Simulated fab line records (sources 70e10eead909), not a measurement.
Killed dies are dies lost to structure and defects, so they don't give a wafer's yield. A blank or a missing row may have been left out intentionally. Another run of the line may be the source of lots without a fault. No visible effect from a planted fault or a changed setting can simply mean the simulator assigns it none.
8D (eight disciplines) problem report, filled in by code | flow nandHarc | the parts of the form that need people (team, actions taken, sign-off) are left out

1. WHAT WENT WRONG
cdNm at NHARC_A_M0_CD_MEAS_09 reads a mean of 68.6 nm on 2 wafers of 2 lots; wafers without a fault read 79.9 nm with a standard deviation of 0.55. Relative to the usual mean, that is a shift of -21 standard deviations.
The step: target cd 80 nm.
The first sign was on wafer L380.2 at day 31 11:16, on cdSem-02. The record has a number at this step for 42 wafers belonging to 14 lots. Rule for "out" (also "out of limits"): further than 4 standard deviations from the usual mean. All remaining wafers that have a number are taken as sound.

2. WHAT IT IS, AND WHAT IT ISN'T
question                    | is                 | is not
which readings at this step | cdNm               | -
which lots                  | L379, L380         | L360, L362, L363, L364, L365, L366, L367, L368, L370, L371, L376, L382
which wafers of those lots  | L379.6, L380.2     | L379.1, L379.3, L380.1, L380.5
read on which gauges        | cdSem-01, cdSem-02 | cdSem-03
when                        | from day 31 11:16  | up to then (35 sound wafers); but 5 sound wafers of L379, L382 came after

3. SUSPECTS, AND WHAT RULES EACH OUT
Counting: a tool at a process step up to the reading stays a suspect if it ran every lot that is out. Sound lots after the first of them don't rule it out here, since some wafers of a struck lot are sound.
- ruled out: the gauge at NHARC_A_M0_CD_MEAS_09. Those wafers that are out were read across 2 gauges (cdSem-01, cdSem-02).
- arfiScanner-03 at NHARC_A_M0_EXPOSE_06 (exposes mask A M0, target cd 80 nm): kept. Ran every lot that is out, first one L380 (day 31 11:08); last sound lot up to then L371 (day 27 14:44).
The count leaves arfiScanner-03 at NHARC_A_M0_EXPOSE_06.

4. THE CAUSE (what the simulator had put in)
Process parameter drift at NHARC_A_M0_EXPOSE_06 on arfiScanner-03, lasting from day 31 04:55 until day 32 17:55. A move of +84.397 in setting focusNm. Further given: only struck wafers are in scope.
The count eliminated every tool but this one.

5. THE CHAIN OF EFFECTS, in route order
Each row: a reading whose mean over the struck wafers that have a number lies more than 3 standard deviations from the usual. Readings are gone through only where the record gives a usual standard deviation; hours: the median, over the lots, of the time from a lot's start at the first step in this table giving one to that lot's start at this step; sigmas: the change measured in usual standard deviations.
hours | step                  | reading | usual   | on struck wafers | change | sigmas
0     | NHARC_A_M0_CD_MEAS_09 | cdNm    | 79.9 nm | 68.6             | -11.3  | -21
0     | NHARC_A_M0_CD_MEAS_16 | cdNm    | 79.9 nm | 68.0             | -11.9  | -20
Later measuring or inspecting steps at which every struck wafer that the step has a row for has a number for every such reading, and none has moved that far: NHARC_A_M0_INSPECT_11.

6. WHAT WOULD HAVE CAUGHT IT SOONER
Counted from the fault's start at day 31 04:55, it took 6 hours until the first out-of-limits reading at a measuring or inspecting step in this record, taken at day 31 11:16.
Of the lots that are out (2), L379 began NHARC_A_M0_EXPOSE_06 on arfiScanner-03 after day 31 11:16. Putting the tool on hold at that point would have spared it.
